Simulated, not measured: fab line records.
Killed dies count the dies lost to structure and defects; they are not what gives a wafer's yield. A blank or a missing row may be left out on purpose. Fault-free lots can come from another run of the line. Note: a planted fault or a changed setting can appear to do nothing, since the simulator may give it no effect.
8D (eight disciplines) problem report, filled in by code + flow nand harc + the parts of the form that need people (team, actions taken, sign-off) are left out

== 1. PROBLEM STATEMENT ==
At NHARC_A_M1_OVL_MEAS_10, overlay x nm averages 33.3 nm over 6 wafers from 2 lots, while fault-free wafers read 0.1 nm, standard deviation 0.84. That puts it +40 standard deviations away from the usual mean.
The step: pitch 240 nm.
The first sign was on wafer L565.2 at day 28 20:51, on overlay-01. The record has a number at this step for 33 wafers belonging to 11 lots. By rule, "out" or "out of limits" means more than 4 standard deviations away from the usual mean. The rest of the wafers with a number are treated as sound.

== 2. WHAT IT IS; WHAT IT IS NOT ==
| question                    | is                     | is not                                                                                 |
|-----------------------------|------------------------|----------------------------------------------------------------------------------------|
| which readings at this step | overlay x nm           | overlay y nm                                                                           |
| which lots                  | L565, L571             | L551, L556, L557, L559, L560, L570, L572, L573, L574                                   |
| which wafers of those lots  | all that have a number | -                                                                                      |
| read on which gauges        | overlay-01             | overlay-02                                                                             |
| when                        | from day 28 20:51      | up to then (15 sound wafers); but 12 sound wafers of L570, L572, L573, L574 came after |

== 3. THE SUSPECTS, EACH WITH WHAT RULES IT OUT ==
Counting: a tool stays on the suspect list if, at a process step up to the reading, it processed all lots that are out and no sound lot following the first of them.
- the gauge at NHARC_A_M1_OVL_MEAS_10: kept. All the wafers that are out were read on overlay-01, and no step on other tools shows them out.
- pvd sputter-03 at NHARC_A_M0_PVD_21 (deposits Cu, target thk 30 nm, time 20.49 s): ruled out as a lasting fault. After its first lot that is out, L565 (day 28 20:38), sound lots L574 ran on it. Because NHARC_A_M0_PVD_21 lacks a start for some lots, the hours and order of its lots are taken from NHARC_A_M1_EXPOSE_06.
- arfi scanner-02 at NHARC_A_M1_EXPOSE_06 (exposes mask A M1, target cd 120 nm): kept. It processed each lot that is out, first L565 at day 28 20:38, and no sound lot thereafter; up to then, the last sound lot it processed was L560 at day 27 07:27.
The count leaves overlay-01 at NHARC_A_M1_OVL_MEAS_10 and arfi scanner-02 at NHARC_A_M1_EXPOSE_06.

== 4. THE CAUSE (what the simulator had put in) ==
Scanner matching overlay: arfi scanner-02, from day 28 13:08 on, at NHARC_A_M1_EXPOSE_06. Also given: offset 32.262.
Counting left 2 suspects, and this tool is among them.

== 5. THE EFFECT CHAIN, in route order ==
One row per reading whose mean, taken over the struck wafers that have a number, lies over 3 standard deviations from the usual. Only readings for which the record gives a usual standard deviation are gone through. hours: the time from each lot's start at the first step in this table that gives one to its start at this step, as a median over the lots. sigmas: the change in usual standard deviations.
| hours | step                   | reading      | usual  | on struck wafers | change | sigmas |
|-------|------------------------|--------------|--------|------------------|--------|--------|
| 0     | NHARC_A_M1_OVL_MEAS_10 | overlay x nm | 0.1 nm | 33.3             | +33.2  | +40    |

== 6. HOW IT WOULD HAVE BEEN CAUGHT EARLIER ==
In this record the first reading out of limits at a measuring or inspecting step was taken at day 28 20:51, 8 hours after the fault began at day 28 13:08.
Of the lots that are out (2), L571 began NHARC_A_M1_EXPOSE_06 on arfi scanner-02 after day 28 20:51. A tool hold placed at that time would have kept it from harm.
